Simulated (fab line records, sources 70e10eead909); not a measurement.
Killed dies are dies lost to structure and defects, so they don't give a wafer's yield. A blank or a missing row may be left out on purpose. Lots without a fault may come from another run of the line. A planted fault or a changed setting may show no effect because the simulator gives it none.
A struck lot beside a sound one | flow nand_harc | 20 steps out of a route of 1159
Sound: wafers L739.2, L739.4, L739.6. Struck: wafers L747.1, L747.2, L747.5. The cause comes at the end.
At each step with rows: each side's tool, then ch and its chambers, then its first start. Under that, the readings that differ: sound wafers | struck wafers | difference of the means | sigmas: that difference in standard deviations of wafers without a fault.
alike: readings whose means differ by less than 2 such deviations, and words and numbers that are the same on both sides. not compared: withheld readings, readings that some wafer has no value for, bounds like >300 that may hide the same value, and numbers for which the record gives no deviation and whose values overlap.
The two part at a step that has a row with sigmas, a row that says differs or no value, or rows on one side only. Numbers that don't overlap but have no deviation are shown without sigmas and don't part them. A reading that every wafer of one side lacks parts them only if that side has two wafers or more.

NHARC_P_ZERO_WELL_CD_MEAS_11: target cd 500 nm.
  sound on cd_sem-03 ch 0, day 1 13:14; struck on cd_sem-01 ch 0, day 3 13:14
  reading    | sound             | struck            | difference | sigmas
  cd_nm (nm) | 501.9 501.1 502.6 | 498.0 496.9 498.4 | -4.1       | -3
then, 1 step without rows for these wafers: NHARC_P_ZERO_WELL_HARDBAKE_12 (time 65 s).
NHARC_P_ZERO_WELL_DESCUM_13: chemistry O2, time 3 s.
  sound on rie_diel-07 ch 1,3, day 1 13:23; struck on rie_diel-12 ch 0,2,3, day 3 13:23
  reading               | sound             | struck            | difference | sigmas
  oes_product_au (a.u.) | 0.985 0.993 0.985 | 1.006 0.999 1.007 | +0.016     | +2
  alike: drypump_motor_current_A, rf_vpp_V, showerhead_plenum_p_Torr, throttle_valve_pct
  not compared: rf_hours_counter_h
NHARC_P_ZERO_WELL_ETCH_65: etches the open film in N2/H2, target depth 80 nm, overetch 24 nm, time 87.88 s.
  sound on rie_diel-07 ch 1,2,3, day 1 13:29; struck on rie_diel-12 ch 0,1,2, day 3 13:29
  alike: drypump_motor_current_A, oes_product_au, rf_vpp_V, showerhead_plenum_p_Torr, throttle_valve_pct
  not compared: rf_hours_counter_h
NHARC_P_ZERO_WELL_ETCH_62: etches the open film in CHF3/Ar, target depth 13 nm, time 6.5 s.
  sound on rie_diel-07 ch 1,2; struck on rie_diel-12 ch 1,2,3
  reading               | sound             | struck            | difference | sigmas
  oes_product_au (a.u.) | 0.978 0.977 0.980 | 0.931 0.940 0.956 | -0.036     | -2
  alike: drypump_motor_current_A, rf_vpp_V, showerhead_plenum_p_Torr, throttle_valve_pct
  not compared: rf_hours_counter_h
NHARC_P_ZERO_WELL_ETCH_63: etches the open film in HBr/Cl2, target depth 120 nm, time 40.1 s.
  sound on rie_si-05 ch 0,3, day 1 13:40; struck on rie_si-04 ch 1,2, day 3 13:40
  alike: drypump_motor_current_A, oes_product_au, throttle_valve_pct
  not compared: rf_hours_counter_h
then, 6 steps without rows for these wafers: NHARC_P_ZERO_WELL_STRIP_15 (strips in SPM, time 900 s); NHARC_P_ZERO_WELL_DEHYDRATE_16 (time 120 s); NHARC_P_ZERO_WELL_HMDS_17 (time 30 s); NHARC_P_ZERO_WELL_COAT_18; NHARC_P_ZERO_WELL_SOFTBAKE_19 (time 95 s); NHARC_P_ZERO_WELL_EBR_20.
NHARC_P_ZERO_WELL_EXPOSE_21: exposes mask P NWELL, target cd 720 nm.
  sound on krf_scanner-02 ch 0, day 1 14:20; struck on krf_scanner-03 ch 0, day 3 14:26
  reading | sound                         | struck                                 | difference | sigmas
  mask    | P_NWELL#0 P_NWELL#0 P_NWELL#0 | P_NWELL_R1#0 P_NWELL_R1#0 P_NWELL_R1#0 | differs    |
then, 2 steps without rows for these wafers: NHARC_P_ZERO_WELL_PEB_22 (peb time 85 s); NHARC_P_ZERO_WELL_DEVELOP_23 (time 70 s).
NHARC_P_ZERO_WELL_CD_MEAS_24: target cd 720 nm.
  sound on cd_sem-02 ch 0, day 1 14:29; struck on cd_sem-01 ch 0, day 3 14:36
  reading    | sound             | struck            | difference | sigmas
  cd_nm (nm) | 720.9 721.5 723.6 | 695.8 696.0 695.1 | -26.4      | -20
then, 1 step without rows for these wafers: NHARC_P_ZERO_WELL_HARDBAKE_25 (time 80 s).
NHARC_P_ZERO_WELL_DESCUM_26: chemistry O2, time 3 s.
  sound on rie_diel-12 ch 0,1, day 1 14:38; struck on rie_diel-11 ch 1,3, day 3 14:46
  reading                      | sound             | struck          | difference | sigmas
  model.P_ZERO_WELL.cd_nm (nm) | 720.9 721.4 723.6 | 695.8 696 694.5 | -26.5      |
  alike: drypump_motor_current_A, oes_product_au, rf_vpp_V, showerhead_plenum_p_Torr, throttle_valve_pct
  not compared: rf_hours_counter_h
then, 1 step without rows for these wafers: NHARC_P_ZERO_WELL_IMPLANT_27.
-- the record jumps here: 19 days lie between the struck wafers' starts before and after (it left off in module P_ZERO_WELL and takes up again in module END, whose first step shown is number 1159 of the route) --
NHARC_END_SORT_01:
  the record has rows for the struck wafers here (prober-01 ch 0, day 22 12:01) and none for the sound ones

WHERE THEY PART
First at NHARC_P_ZERO_WELL_CD_MEAS_11; last, within this record, at NHARC_END_SORT_01.

WHY: what the simulator had put in
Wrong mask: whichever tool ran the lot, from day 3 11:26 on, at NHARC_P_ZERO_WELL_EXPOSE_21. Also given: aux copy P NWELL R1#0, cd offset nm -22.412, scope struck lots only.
